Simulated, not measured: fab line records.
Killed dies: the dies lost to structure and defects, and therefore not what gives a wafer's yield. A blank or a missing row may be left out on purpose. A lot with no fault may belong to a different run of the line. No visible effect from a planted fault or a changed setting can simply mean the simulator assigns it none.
8D (eight disciplines) problem report, filled in by code / flow nand_harc / the parts of the form that need people (team, actions taken, sign-off) are left out

1. WHAT IS WRONG
cd_nm at NHARC_P_ZERO_WELL_CD_MEAS_11 reads a mean of 490.8 nm on 6 wafers of 2 lots; wafers without a fault read 501.7 nm with a standard deviation of 1.8. That is -6.0 standard deviations from the usual mean.
The step: target cd 500 nm.
The first sign was on wafer L902.2 at day 4 13:22, on cd_sem-01. The record has a number at this step for 33 wafers belonging to 11 lots. Rule for "out", or "out of limits": more than 4 standard deviations from the usual mean. Any other wafer with a number is counted as sound.

2. WHAT THIS IS AND IS NOT
question=which readings at this step | is=cd_nm | is not=-
question=which lots | is=L902, L904 | is not=L891, L892, L893, L894, L896, L907, L908, L912, L913
question=which wafers of those lots | is=all that have a number | is not=-
question=read on which gauges | is=cd_sem-01, cd_sem-02 | is not=cd_sem-03
question=when | is=from day 4 13:22 | is not=up to then (15 sound wafers); but 12 sound wafers of L907, L908, L912, L913 came after

3. WHAT RULES OUT EACH SUSPECT
Counting: a tool at a process step up to the reading stays a suspect if it ran every lot that is out and no sound lot after the first of them.
- the gauge at NHARC_P_ZERO_WELL_CD_MEAS_11 has been ruled out. The wafers that are out were read on 2 gauges (cd_sem-01, cd_sem-02).
- litho_track-03 at NHARC_P_ZERO_WELL_SOFTBAKE_06 (time 70 s): kept. It ran every lot that is out, first L902 (day 4 12:00), and no sound lot after that. Its own readings are out on those wafers: heater_power_total_W.
Left after counting: litho_track-03 at NHARC_P_ZERO_WELL_SOFTBAKE_06.

4. THE CAUSE (what the simulator had put in)
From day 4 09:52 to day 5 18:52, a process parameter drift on litho_track-03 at NHARC_P_ZERO_WELL_SOFTBAKE_06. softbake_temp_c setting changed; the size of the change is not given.
Counting left only this tool.

5. THE EFFECT CHAIN, in route order
Each row: a reading where the mean over the struck wafers with a number is more than 3 standard deviations away from the usual. Scope: only readings with a usual standard deviation given in the record; hours: median across lots of the time from each lot's start at the first step in this table that gives one to its start at this step; sigmas: change in usual standard deviations.
hours=0; step=NHARC_P_ZERO_WELL_SOFTBAKE_06; reading=heater_power_total_W; usual=200.9 W; on struck wafers=187.7; change=-13.2; sigmas=-9.4
hours=1; step=NHARC_P_ZERO_WELL_CD_MEAS_11; reading=cd_nm; usual=501.7 nm; on struck wafers=490.8; change=-10.9; sigmas=-6.0
Its process steps:
- NHARC_P_ZERO_WELL_SOFTBAKE_06: time 70 s.

6. HOW IT WOULD HAVE BEEN CAUGHT EARLIER
In this record the first reading out of limits at a measuring or inspecting step was taken at day 4 13:22, 3 hours after the fault began at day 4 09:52.
Tool's own readings at NHARC_P_ZERO_WELL_SOFTBAKE_06, heater_power_total_W: out on all struck wafers the step has rows for; an alarm limit on them would have tripped on the first.
Of the lots that are out (2), L904 began NHARC_P_ZERO_WELL_SOFTBAKE_06 on litho_track-03 after day 4 13:22. A tool hold placed at that time would have kept it from harm.
